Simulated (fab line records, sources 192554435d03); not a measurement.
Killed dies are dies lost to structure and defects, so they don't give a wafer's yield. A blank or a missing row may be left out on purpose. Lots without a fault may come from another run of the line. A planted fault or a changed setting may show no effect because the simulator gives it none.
Split-lot experiment | flow n5_finfet | 7 lots, 39 wafers read, on a route of 1938 steps

THE SPLIT
At N5_BEOL_M13_ILD_DEP_00 (deposits SiOC from DEMS/O2, target thk 837.92 nm, time 166.4 s), the setting time_s was moved away from the recipe's 166.4 s on 6 of the 39 wafers read, by -59.3% to +51.7%. The other wafers ran this setting at the recipe's value.

The file shows no step between the split and the reading.

THE READING
M13_ILD_THK, in nm, at N5_BEOL_M13_THK_MEAS_01. Fault-free wafers of this fab line usually give 839 nm, standard deviation 11 nm.

wafer  | tool, chamber at the split | time_s as run, s | against the recipe | M13_ILD_THK, nm | against lot-mates on the recipe
L074.1 | pecvd-01, 2                | 166.4            | recipe             | 834             | -
L074.2 | pecvd-01, 1                | 166.4            | recipe             | 816             | -
L074.3 | pecvd-01, 0                | 166.4            | recipe             | 831             | -
L074.4 | pecvd-01, 2                | 166.4            | recipe             | 846             | -
L074.5 | pecvd-01, 1                | 166.4            | recipe             | 845             | -
L074.6 | pecvd-01, 0                | 166.4            | recipe             | 835             | -
L077.1 | pecvd-01, 2                | 67.69            | -59.3%             | 350             | -481
L077.2 | pecvd-01, 1                | 67.69            | -59.3%             | 327             | -504
L077.3 | pecvd-01, 0                | 166.4            | recipe             | 829             | -
L077.4 | pecvd-01, 2                | 166.4            | recipe             | 841             | -
L077.5 | pecvd-01, 1                | 166.4            | recipe             | 824             | -
L077.6 | pecvd-01, 0                | 67.69            | -59.3%             | 333             | -498
L080.1 | pecvd-02, 1                | 166.4            | recipe             | 842             | -
L080.2 | pecvd-02, 0                | 166.4            | recipe             | 839             | -
L080.3 | pecvd-02, 0                | 166.4            | recipe             | 858             | -
L080.4 | pecvd-02, 1                | 166.4            | recipe             | 851             | -
L080.5 | pecvd-02, 1                | 166.4            | recipe             | 862             | -
L080.6 | pecvd-02, 0                | 166.4            | recipe             | 857             | -
L081.1 | pecvd-04, 0                | 166.4            | recipe             | 834             | -
L081.2 | pecvd-04, 1                | 252.5            | +51.7%             | 1253            | +420
L081.3 | pecvd-04, 2                | 252.5            | +51.7%             | 1252            | +419
L081.4 | pecvd-04, 2                | 166.4            | recipe             | 835             | -
L081.5 | pecvd-04, 0                | 252.5            | +51.7%             | 1281            | +448
L081.6 | pecvd-04, 1                | 166.4            | recipe             | 830             | -
L084.1 | pecvd-04, 0                | 166.4            | recipe             | 836             | -
L084.2 | pecvd-04, 2                | 166.4            | recipe             | 818             | -
L084.3 | pecvd-04, 1                | 166.4            | recipe             | 827             | -
L084.4 | pecvd-04, 2                | 166.4            | recipe             | 840             | -
L084.5 | pecvd-04, 1                | 166.4            | recipe             | 838             | -
L084.6 | pecvd-04, 0                | 166.4            | recipe             | 847             | -
L088.1 | pecvd-01, 2                | 166.4            | recipe             | 828             | -
L088.2 | pecvd-01, 1                | 166.4            | recipe             | 832             | -
L088.3 | pecvd-01, 0                | 166.4            | recipe             | 818             | -
L088.4 | pecvd-01, 1                | 166.4            | recipe             | 837             | -
L088.5 | pecvd-01, 2                | 166.4            | recipe             | 845             | -
L088.6 | pecvd-01, 0                | 166.4            | recipe             | 832             | -
L096.2 | pecvd-04, 2                | 166.4            | recipe             | 825             | -
L096.3 | pecvd-04, 0                | 166.4            | recipe             | 824             | -
L096.5 | pecvd-04, 1                | 166.4            | recipe             | 834             | -

THE FIT
A straight line over all 39 wafers: M13_ILD_THK changes by +8.34 nm for each +1% of time_s; r = +1.00; the points scatter about the line by 12 nm.
The same after taking each lot's own level away (the mean of its wafers on the recipe; 39 wafers): +8.32 nm for each +1%; r = +1.00; scatter 9 nm.
On that fit, the largest move of time_s shifts the reading by 4.9e+02 nm.
The lots' own levels span 827.7 to 851.5 nm, that is 2.2 times the standard deviation above.
So the lot-to-lot level changes the slope little: the two slopes agree.
Check: with one of the wafers moved furthest among these (-59.3%) left out of the fit, the line predicts -497 nm for it against its lot-mates. It came out at -481 nm against them.

THE WHOLE CHAIN: every reading that the file lists as answering this split, in the file's order
step                    | what it does                                                   | reading                                                                             | change (the file's fit)                                                                       | r (the file's)
N5_BEOL_M13_ILD_DEP_00  | deposits SiOC from DEMS/O2, target thk 837.92 nm, time 166.4 s | SiOC_of_BEOL_M13_ILD_DEP_00.thk_nm (the simulator's own value, which no gauge read) | +8.32 nm for each +1% of the setting                                                          | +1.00
N5_BEOL_M13_THK_MEAS_01 |                                                                | M13_ILD_THK                                                                         | +8.32 for each +1% of the setting                                                             | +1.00
N5_BEOL_M13_VIA_ETCH_16 | etches SiOC in C4F8/O2/Ar, target depth 921.7 nm               | coat_of_BEOL_M13_COAT_04.thk_nm (the simulator's own value, which no gauge read)    | -2.01 nm for each +1% of the setting                                                          | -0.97
N5_BEOL_M13_VIA_ETCH_16 | etches SiOC in C4F8/O2/Ar, target depth 921.7 nm               | etch.depth_nm (the simulator's own value, which no gauge read)                      | +8.32 nm for each +1% of the setting                                                          | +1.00
N5_BEOL_M13_STRIP_63    | strips in N2/H2                                                | oes_product_au                                                                      | not straight: 0.818 at the lowest setting, 0.674 at the recipe, 0.233 at the highest          | not given
N5_BEOL_M13_STRIP_63    | strips in N2/H2                                                | strip_time_to_endpoint_s                                                            | not straight: withheld at the lowest setting, withheld at the recipe, withheld at the highest | not given

THE FILE'S OWN FIT
M13_ILD_THK changes by +8.32 nm for each +1% of time_s, r = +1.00.
